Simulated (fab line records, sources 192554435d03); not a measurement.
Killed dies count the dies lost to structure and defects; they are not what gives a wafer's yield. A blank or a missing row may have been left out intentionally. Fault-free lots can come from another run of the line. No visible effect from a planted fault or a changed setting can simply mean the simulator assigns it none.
The same fault as seen by 3 desks || flow n5 finfet || what lay behind the numbers comes last; until then each desk has only its own

DESK OF THE TOOL OWNER: rie metal-02
The tool's own readings at N5_BEOL_M0_HM_OPEN_105 (chemistry Cl2/BCl3, target TiN, target depth 12 nm): means of the sampled wafers that have a number, for each lot that ran on this tool. Any lot whose mean is over 4 standard deviations away from the usual mean is out of limits and marked OUT; that distance is given in the brackets.
Columns: A = drypump motor current A at N5_BEOL_M0_HM_OPEN_105, usual 5.6 A; B = oes product au at N5_BEOL_M0_HM_OPEN_105, usual 0.75 a.u.; C = rf fwd power W at N5_BEOL_M0_HM_OPEN_105, usual 996 W; D = throttle valve pct at N5_BEOL_M0_HM_OPEN_105, usual 21.96 %
{"lot": "L542", "first seen here": "day 6 02:02", "A": 5.2, "B": 0.80, "C": 999, "D": 21.71}
{"lot": "L548", "first seen here": "day 7 14:35", "A": 5.4, "B": 0.74, "C": 1000, "D": 21.73}
{"lot": "L550", "first seen here": "day 8 03:47", "A": 5.4, "B": 0.74, "C": 998, "D": 21.71}
{"lot": "L552", "first seen here": "day 8 13:05", "A": 5.3, "B": 0.81, "C": 996, "D": 21.69}
Finding of this desk: none of the 4 lots has anything out of limits.

THE DEFECT DESK
Inspection counts along the route, by lot: the mean over sampled wafers that carry a number. Any lot whose mean is over 4 standard deviations away from the usual mean is out of limits and marked OUT; that distance is given in the brackets.
Columns: A = raw defect count at N5_BEOL_M0_CUTY_INSPECT_59, usual 2.1
{"lot": "L542", "first seen here": "day 5 23:50", "A": 3.3}
{"lot": "L548", "first seen here": "day 7 12:01", "A": 1.3}
{"lot": "L550", "first seen here": "day 8 02:28", "A": 4.0}
{"lot": "L551", "first seen here": "day 8 02:59", "A": 1.0}
{"lot": "L552", "first seen here": "day 8 12:26", "A": 1.7}
{"lot": "L558", "first seen here": "day 9 20:32", "A": 3.0}
Finding of this desk: none of the 6 lots has anything out of limits.

AT THE METROLOGY DESK
What the gauges read, lot by lot, whatever tool the lot ran on: means of the sampled wafers that have a number. Any lot whose mean is over 4 standard deviations away from the usual mean is out of limits and marked OUT; that distance is given in the brackets. Shown here are 7 of its 12 readings, the ones lying furthest out on some lot.
Columns: A = DIBL_N at N5_BEOL_M4_RC_MEAS_101, usual 36.7 mV/V; B = DIBL_P at N5_BEOL_M4_RC_MEAS_101, usual 37.0 mV/V; C = IOFF_N at N5_BEOL_M4_RC_MEAS_101, usual 0.17 nA/um; D = IOFF_P at N5_BEOL_M4_RC_MEAS_101, usual 0.22 nA/um; E = ION_N at N5_BEOL_M4_RC_MEAS_101, usual 673 uA/um; F = VT_N at N5_BEOL_M4_RC_MEAS_101, usual 250 mV; G = VT_P at N5_BEOL_M4_RC_MEAS_101, usual -250 mV
{"lot": "L542", "first seen here": "day 5 23:46", "A": 37.9, "B": 39.0, "C": 0.19, "D": 0.24, "E": 683, "F": 248, "G": -248}
{"lot": "L548", "first seen here": "day 7 11:58", "A": 35.8, "B": 35.8, "C": 0.15, "D": 0.20, "E": 665, "F": 251, "G": -249}
{"lot": "L550", "first seen here": "day 8 02:25", "A": 36.5, "B": 36.9, "C": 0.18, "D": 0.27, "E": 678, "F": 247, "G": -243}
{"lot": "L551", "first seen here": "day 8 02:55", "A": 33.3, "B": 32.9, "C": 0.10, "D": 0.16, "E": 651, "F": 259, "G": -256}
{"lot": "L552", "first seen here": "day 8 12:23", "A": 37.2, "B": 37.3, "C": 0.17, "D": 0.23, "E": 690, "F": 249, "G": -251}
{"lot": "L558", "first seen here": "day 9 20:28", "A": 39.7, "B": 41.5, "C": 0.26, "D": 0.33, "E": 694, "F": 241, "G": -242}
Finding of this desk: none of the 6 lots has anything out of limits.

PUT TOGETHER
The tool owner's desk saw nothing out of limits.
The defect desk saw nothing out of limits.
Nothing out of limits was seen by the metrology desk.

WHAT THE SIMULATOR HAD PUT IN
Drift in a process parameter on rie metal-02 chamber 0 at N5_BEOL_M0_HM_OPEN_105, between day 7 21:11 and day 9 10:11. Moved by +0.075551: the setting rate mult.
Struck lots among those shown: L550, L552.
